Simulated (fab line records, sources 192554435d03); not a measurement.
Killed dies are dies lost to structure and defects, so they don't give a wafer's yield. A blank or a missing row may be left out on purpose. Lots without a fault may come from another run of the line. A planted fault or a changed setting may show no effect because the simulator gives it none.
Which tool did it? | flow n5_finfet | 9 lots, 27 wafers sampled, at 1 step of a route of 1938

WHAT THE GAUGES READ, wafer by wafer
N5_BEOL_M1_THK_MEAS_01.
lot  | measured     | on            | M1_ILD_THK (nm)
L200 | day 5 22:02  | film_metro-01 | 79.3 80.6 81.1
L201 | day 6 06:03  | film_metro-01 | 79.5 80.1 80.2
L206 | day 7 13:55  | film_metro-02 | 78.1 79.3 79.9
L207 | day 7 22:32  | film_metro-01 | 78.7 78.2 81.2
L208 | day 8 06:55  | film_metro-01 | 78.3 80.2 79.8
L209 | day 8 09:10  | film_metro-02 | 77.0 77.1 78.8
L212 | day 9 08:05  | film_metro-01 | 78.7 79.1 80.0
L218 | day 10 19:49 | film_metro-02 | 78.1 77.8 78.7
L221 | day 11 02:44 | film_metro-02 | 78.5 79.0 80.1

WHICH TOOL RAN EACH LOT (tool, then ch and the chambers of the sampled wafers, then the start)
The record holds no process step before these readings.

THE ANSWER, worked out from the rows above alone
Rule: what is usual is taken from the lots themselves. Put in order of their means at a reading, lots are off if they are a third of the lots or fewer, leave a main group of 4 or more, and stand apart from it by a gap of 3 or more times the standard deviation of the main group's means; of several such gaps the widest counts. A main group whose means are all the same, to the digits that the tables above print for the reading, isn't used. A lot without any number at a reading at which 4 lots or more have one is off too. The other lots that the step has rows for count as sound.
No lot is off at any reading shown: from this, nothing can be told.

WHAT THE SIMULATOR HAD PUT IN
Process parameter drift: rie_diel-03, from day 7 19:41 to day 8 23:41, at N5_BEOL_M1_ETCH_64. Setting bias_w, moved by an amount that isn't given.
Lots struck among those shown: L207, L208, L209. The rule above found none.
